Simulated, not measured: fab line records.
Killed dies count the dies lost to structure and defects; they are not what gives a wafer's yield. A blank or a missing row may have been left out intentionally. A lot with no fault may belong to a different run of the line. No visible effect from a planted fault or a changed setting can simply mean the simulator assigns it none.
Problem report in the 8D (eight disciplines) form, filled by code | flow nandHarc | the parts of the form that need people (team, actions taken, sign-off) are left out

## 1. THE ISSUE
Wafers without a fault read 998 nm, standard deviation 11; thkNm at NHARC_A_ONON_D1_THK_MEAS_14 reads a mean of 586 nm on 6 wafers belonging to 2 lots. That is -38 standard deviations from the usual mean.
The step: measures by ellipsometry.
Seen first at day 11 21:11 on filmMetro-01, wafer L143.3. The record holds 42 wafers of 14 lots with a number at this step. Rule for "out" (also "out of limits"): further than 4 standard deviations from the usual mean. The rest of the wafers with a number are treated as sound.

## 2. WHAT IT IS AND WHAT IT IS NOT
question                    | is                         | is not
which readings at this step | thkNm                      | -
which lots                  | L143, L147                 | L127, L128, L129, L130, L131, L132, L134, L136, L140, L145, L146, L150
which wafers of those lots  | all that have a number     | -
read on which gauges        | filmMetro-01, filmMetro-02 | -
when                        | from day 11 21:11          | up to then (27 sound wafers); but 9 sound wafers of L145, L146, L150 came after

## 3. THE SUSPECTS, EACH WITH WHAT RULES IT OUT
Counting: any tool at a process step up to the reading is kept as a suspect provided that every lot that is out went through it and no sound lot did after the first of them.
- the gauge at NHARC_A_ONON_D1_THK_MEAS_14 is ruled out. The wafers that are out were read on 2 gauges (filmMetro-01, filmMetro-02).
- pecvdOnon-02 at NHARC_A_ONON_D1_DEP_12 (target thk 1000 nm): kept. All lots that are out passed through it, beginning with L143 at day 11 20:48, and no sound lot followed; its final sound lot before that point was L140 at day 10 20:16.
Remaining after the count: pecvdOnon-02 at NHARC_A_ONON_D1_DEP_12.

## 4. THE CAUSE (what the simulator had put in)
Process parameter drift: pecvdOnon-02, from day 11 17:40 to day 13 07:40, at NHARC_A_ONON_D1_DEP_12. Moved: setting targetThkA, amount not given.
The count eliminated every tool but this one.

## 5. THE CHAIN OF EFFECTS, in route order
One row per reading whose mean, taken over the struck wafers that have a number, lies over 3 standard deviations from the usual. Only readings whose record carries a usual standard deviation are examined. hours: median over the lots of the time between each lot's start at the first step of this table that gives one and its start at this step. sigmas: the change, counted in usual standard deviations.
hours | step                        | reading       | usual  | on struck wafers | change | sigmas
0     | NHARC_A_ONON_D1_THK_MEAS_14 | thkNm         | 998 nm | 586              | -412   | -38
286   | NHARC_END_SORT_01           | killedAtArray | 26     | 672              | +646   | +67
286   | NHARC_END_SORT_01           | killedDies    | 31     | 677              | +646   | +67

## 6. HOW IT WOULD HAVE BEEN CAUGHT EARLIER
In this record the first reading out of limits at a measuring or inspecting step was taken at day 11 21:11, 4 hours after the fault began at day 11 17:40.
Tool readings at NHARC_A_ONON_D1_DEP_12 with a usual standard deviation given in the record: none out on any struck wafer, hence no alarm at a limit of 4 standard deviations on them.
L147, from the lots that are out (2), started NHARC_A_ONON_D1_DEP_12 on pecvdOnon-02 later than day 11 21:11. It would have been spared by a hold on the tool at that moment.
